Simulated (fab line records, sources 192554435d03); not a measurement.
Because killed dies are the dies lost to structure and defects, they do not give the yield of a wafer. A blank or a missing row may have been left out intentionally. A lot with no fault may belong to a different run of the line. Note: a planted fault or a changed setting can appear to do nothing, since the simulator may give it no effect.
Chamber matching :: flow n5 finfet :: pecvd-04 running N5_BEOL_M14_DEP_53: 3 sister chambers
The step deposits SiCN from 3MS/NH3, target thk 50 nm, time 17.8 s. 18 wafers are shown with their chamber, then 9 later ones without.

EACH WAFER AND ITS CHAMBER
wafer: L075.3
chamber: 2
showerhead plenum p Torr (Torr): 4.153
throttle valve pct (%): 17.0

wafer: L075.4
chamber: 0
showerhead plenum p Torr (Torr): 4.114
throttle valve pct (%): 17.1

wafer: L075.6
chamber: 2
showerhead plenum p Torr (Torr): 4.172
throttle valve pct (%): 17.1

wafer: L077.1
chamber: 1
showerhead plenum p Torr (Torr): 4.175
throttle valve pct (%): 17.1

wafer: L077.3
chamber: 2
showerhead plenum p Torr (Torr): 4.162
throttle valve pct (%): 17.0

wafer: L077.5
chamber: 0
showerhead plenum p Torr (Torr): 4.129
throttle valve pct (%): 17.3

wafer: L076.1
chamber: 0
showerhead plenum p Torr (Torr): 4.118
throttle valve pct (%): 17.0

wafer: L076.3
chamber: 1
showerhead plenum p Torr (Torr): 4.181
throttle valve pct (%): 17.0

wafer: L076.6
chamber: 0
showerhead plenum p Torr (Torr): 4.119
throttle valve pct (%): 17.0

wafer: L078.2
chamber: 0
showerhead plenum p Torr (Torr): 4.120
throttle valve pct (%): 17.4

wafer: L078.4
chamber: 2
showerhead plenum p Torr (Torr): 4.180
throttle valve pct (%): 17.1

wafer: L078.5
chamber: 0
showerhead plenum p Torr (Torr): 4.114
throttle valve pct (%): 17.2

wafer: L080.1
chamber: 2
showerhead plenum p Torr (Torr): 4.172
throttle valve pct (%): 17.1

wafer: L080.2
chamber: 0
showerhead plenum p Torr (Torr): 4.119
throttle valve pct (%): 17.3

wafer: L080.6
chamber: 1
showerhead plenum p Torr (Torr): 4.188
throttle valve pct (%): 17.2

wafer: L081.2
chamber: 0
showerhead plenum p Torr (Torr): 4.129
throttle valve pct (%): 16.9

wafer: L081.4
chamber: 0
showerhead plenum p Torr (Torr): 4.124
throttle valve pct (%): 17.1

wafer: L081.5
chamber: 1
showerhead plenum p Torr (Torr): 4.188
throttle valve pct (%): 17.2

SIGNATURES, as means of the wafers listed above
reading: showerhead plenum p Torr
chamber 0: 4.12067
chamber 1: 4.18300
chamber 2: 4.16780
scatter within a chamber: 0.00733

reading: throttle valve pct
chamber 0: 17.144
chamber 1: 17.125
chamber 2: 17.060
scatter within a chamber: 0.132
Rule: a wafer's distance from a chamber is the root of the sum, over the readings, of the square of ((its reading less the chamber's mean) divided by the reading's scatter). If the next closest chamber is less than 2 further off than the closest, the wafer can't be placed; otherwise it belongs to the closest. The scatter is the square root of a quotient: the sum, over the shown wafers, of each reading's squared deviation from its chamber's mean, divided by wafers minus chambers.

WAFERS WHOSE CHAMBER IS MISSING
wafer: L086.1
showerhead plenum p Torr (Torr): 4.173
throttle valve pct (%): 17.0

wafer: L086.2
showerhead plenum p Torr (Torr): 4.170
throttle valve pct (%): 17.0

wafer: L086.5
showerhead plenum p Torr (Torr): 4.176
throttle valve pct (%): 17.0

wafer: L090.1
showerhead plenum p Torr (Torr): 4.174
throttle valve pct (%): 17.0

wafer: L090.5
showerhead plenum p Torr (Torr): 4.181
throttle valve pct (%): 17.1

wafer: L090.6
showerhead plenum p Torr (Torr): 4.116
throttle valve pct (%): 17.1

wafer: L097.1
showerhead plenum p Torr (Torr): 4.176
throttle valve pct (%): 17.2

wafer: L097.4
showerhead plenum p Torr (Torr): 4.162
throttle valve pct (%): 17.3

wafer: L097.5
showerhead plenum p Torr (Torr): 4.125
throttle valve pct (%): 17.0

WHICH CHAMBER EACH ONE RAN IN
wafer: L086.1
from the rows above: can't be placed: 2 or 1
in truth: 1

wafer: L086.2
from the rows above: can't be placed: 2 or 1
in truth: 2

wafer: L086.5
from the rows above: can't be placed: 2 or 1
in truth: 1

wafer: L090.1
from the rows above: can't be placed: 2 or 1
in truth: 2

wafer: L090.5
from the rows above: can't be placed: 1 or 2
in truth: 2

wafer: L090.6
from the rows above: 0
in truth: 0

wafer: L097.1
from the rows above: can't be placed: 1 or 2
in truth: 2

wafer: L097.4
from the rows above: can't be placed: 2 or 1
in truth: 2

wafer: L097.5
from the rows above: 0
in truth: 0
Correctly placed: 2 of 9. Unplaceable from these rows: 7, with the true chamber sitting among the candidates in 7. Placed wrongly: 0.
